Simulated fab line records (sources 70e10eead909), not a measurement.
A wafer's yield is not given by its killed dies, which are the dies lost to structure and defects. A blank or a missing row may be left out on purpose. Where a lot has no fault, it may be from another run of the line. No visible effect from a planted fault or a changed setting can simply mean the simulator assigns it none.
Chamber matching | flow nand harc | NHARC_A_STAIRCASE_DESCUM_219 on rie diel-01 has 4 sister chambers
The step chemistry O2, time 3 s. 20 wafers are shown with their chamber, then 10 later ones without.

== WAFERS PAIRED WITH THEIR CHAMBERS ==
wafer  | chamber | drypump motor current A (A) | showerhead plenum p Torr (Torr) | oes product au (a.u.)
L076.1 | 0       | 5.8                         | 1.98                            | 0.996
L076.3 | 2       | 5.2                         | 1.97                            | 1.006
L076.5 | 0       | 5.9                         | 1.98                            | 0.996
L078.3 | 0       | 5.8                         | 1.98                            | 0.982
L078.4 | 1       | 5.0                         | 1.87                            | 1.022
L078.6 | 3       | 6.6                         | 2.00                            | 1.001
L084.1 | 3       | 6.6                         | 2.00                            | 1.008
L084.5 | 3       | 6.6                         | 2.00                            | 1.008
L084.6 | 0       | 5.9                         | 1.98                            | 0.990
L088.1 | 0       | 5.8                         | 1.97                            | 1.003
L088.2 | 3       | 6.6                         | 1.99                            | 0.994
L088.4 | 1       | 5.0                         | 1.86                            | 1.027
L085.2 | 3       | 6.6                         | 1.99                            | 0.992
L085.5 | 2       | 5.2                         | 1.96                            | 1.011
L085.6 | 3       | 6.6                         | 1.99                            | 0.999
L087.1 | 3       | 6.6                         | 2.00                            | 0.993
L087.2 | 1       | 5.0                         | 1.86                            | 1.014
L087.3 | 0       | 5.8                         | 1.97                            | 0.998
L091.4 | 1       | 5.0                         | 1.86                            | 1.016
L091.5 | 2       | 5.2                         | 1.96                            | 1.022

SIGNATURES, as means of the wafers listed above
reading                  | chamber 0 | chamber 1 | chamber 2 | chamber 3 | scatter within a chamber
drypump motor current A  | 5.833     | 5.000     | 5.200     | 6.600     | 0.0289
showerhead plenum p Torr | 1.9767    | 1.8625    | 1.9633    | 1.9957    | 0.00528
oes product au           | 0.99417   | 1.01975   | 1.01300   | 0.99929   | 0.00698
Rule: a wafer lies at a distance from a chamber equal to the root of the sum of squares, over the readings, of (its reading less the chamber's mean, divided by the reading's scatter). The wafer belongs to the nearest chamber; if the next one is less than 2 further off, it can't be placed. The scatter: the root of (the sum of the squares of (reading less its chamber's mean) over the shown wafers, divided by (wafers less chambers)).

== WAFERS WHOSE CHAMBER IS MISSING ==
wafer  | drypump motor current A (A) | showerhead plenum p Torr (Torr) | oes product au (a.u.)
L091.6 | 5.0                         | 1.86                            | 1.018
L089.3 | 6.6                         | 1.99                            | 1.010
L089.5 | 5.0                         | 1.86                            | 1.023
L089.6 | 5.2                         | 1.96                            | 1.018
L094.1 | 5.8                         | 1.97                            | 0.994
L094.3 | 6.6                         | 1.99                            | 0.992
L094.6 | 5.2                         | 1.96                            | 1.023
L096.1 | 6.6                         | 1.99                            | 0.983
L096.2 | 5.9                         | 1.97                            | 1.002
L096.3 | 5.1                         | 1.95                            | 1.010

== WHICH CHAMBER EACH ONE RAN IN ==
wafer  | from the rows above | in truth
L091.6 | 1                   | 1
L089.3 | 3                   | 3
L089.5 | 1                   | 1
L089.6 | 2                   | 2
L094.1 | 0                   | 0
L094.3 | 3                   | 3
L094.6 | 2                   | 2
L096.1 | 3                   | 3
L096.2 | 0                   | 0
L096.3 | 2                   | 2
Correct placement for 10 of the 10. From these rows, 0 cannot be placed. Number placed wrongly: 0.
